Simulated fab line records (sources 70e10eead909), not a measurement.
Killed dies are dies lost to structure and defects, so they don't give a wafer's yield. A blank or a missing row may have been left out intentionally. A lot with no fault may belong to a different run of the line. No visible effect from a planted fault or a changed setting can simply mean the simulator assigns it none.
Chamber matching + flow nandHarc + NHARC_A_BLC_ALD_23 on aldMetal-04 has 4 sister chambers
The step deposits TiN, target thk 3 nm, pulse time 1 s, ald cycles 150. 20 wafers are shown with their chamber, then 10 later ones without.

## WAFERS PAIRED WITH THEIR CHAMBERS
| wafer  | chamber | heaterPowerW (W) | heaterPowerOuterW (W) | precursorPulseHeightRel |
|--------|---------|------------------|-----------------------|-------------------------|
| L074.3 | 1       | 996              | 684                   | 0.994                   |
| L074.4 | 2       | 1320             | 833                   | 0.982                   |
| L074.5 | 1       | 1025             | 668                   | 0.996                   |
| L075.3 | 0       | 894              | 603                   | 1.006                   |
| L075.4 | 3       | 1128             | 748                   | 1.027                   |
| L075.6 | 2       | 1343             | 822                   | 1.003                   |
| L076.1 | 0       | 905              | 594                   | 0.987                   |
| L076.2 | 2       | 1324             | 823                   | 0.993                   |
| L076.5 | 0       | 887              | 597                   | 1.037                   |
| L077.2 | 1       | 1013             | 675                   | 0.960                   |
| L077.3 | 3       | 1162             | 736                   | 1.001                   |
| L077.4 | 2       | 1309             | 824                   | 1.037                   |
| L080.1 | 0       | 882              | 585                   | 0.974                   |
| L080.2 | 3       | 1141             | 723                   | 0.967                   |
| L080.4 | 0       | 890              | 600                   | 1.036                   |
| L079.1 | 3       | 1126             | 739                   | 1.025                   |
| L079.3 | 1       | 1015             | 697                   | 0.957                   |
| L079.4 | 0       | 880              | 603                   | 1.016                   |
| L082.2 | 1       | 998              | 677                   | 0.996                   |
| L082.3 | 0       | 885              | 616                   | 0.968                   |

SIGNATURES (averages over the wafers above)
| reading                 | chamber 0 | chamber 1 | chamber 2 | chamber 3 | scatter within a chamber |
|-------------------------|-----------|-----------|-----------|-----------|--------------------------|
| heaterPowerW            | 889.00    | 1009.40   | 1324.00   | 1139.25   | 12.4                     |
| heaterPowerOuterW       | 599.71    | 680.20    | 825.50    | 736.50    | 9.43                     |
| precursorPulseHeightRel | 1.00343   | 0.98060   | 1.00375   | 1.00500   | 0.0255                   |
Rule: a wafer lies at a distance from a chamber equal to the root of the sum of squares, over the readings, of (its reading less the chamber's mean, divided by the reading's scatter). The wafer belongs to the nearest chamber; if the next one is less than 2 further off, it can't be placed. The scatter: the root of (the sum of the squares of (reading less its chamber's mean) over the shown wafers, divided by (wafers less chambers)).

## WAFERS WHOSE CHAMBER IS MISSING
| wafer  | heaterPowerW (W) | heaterPowerOuterW (W) | precursorPulseHeightRel |
|--------|------------------|-----------------------|-------------------------|
| L082.5 | 994              | 693                   | 1.011                   |
| L087.1 | 1005             | 679                   | 1.041                   |
| L087.4 | 1171             | 734                   | 0.984                   |
| L087.5 | 1160             | 749                   | 1.020                   |
| L092.2 | 1022             | 685                   | 1.033                   |
| L092.5 | 1285             | 795                   | 1.040                   |
| L092.6 | 997              | 682                   | 1.023                   |
| L095.1 | 1189             | 779                   | 1.011                   |
| L095.2 | 1279             | 795                   | 1.023                   |
| L095.4 | 1006             | 674                   | 0.989                   |

## WHICH CHAMBER EACH WENT THROUGH
| wafer  | from the rows above | in truth |
|--------|---------------------|----------|
| L082.5 | 1                   | 1        |
| L087.1 | 1                   | 1        |
| L087.4 | 3                   | 3        |
| L087.5 | 3                   | 3        |
| L092.2 | 1                   | 1        |
| L092.5 | 2                   | 2        |
| L092.6 | 1                   | 1        |
| L095.1 | 3                   | 3        |
| L095.2 | 2                   | 2        |
| L095.4 | 1                   | 1        |
Placed correctly: 10 of 10. From these rows, 0 cannot be placed. 0 placed wrongly.
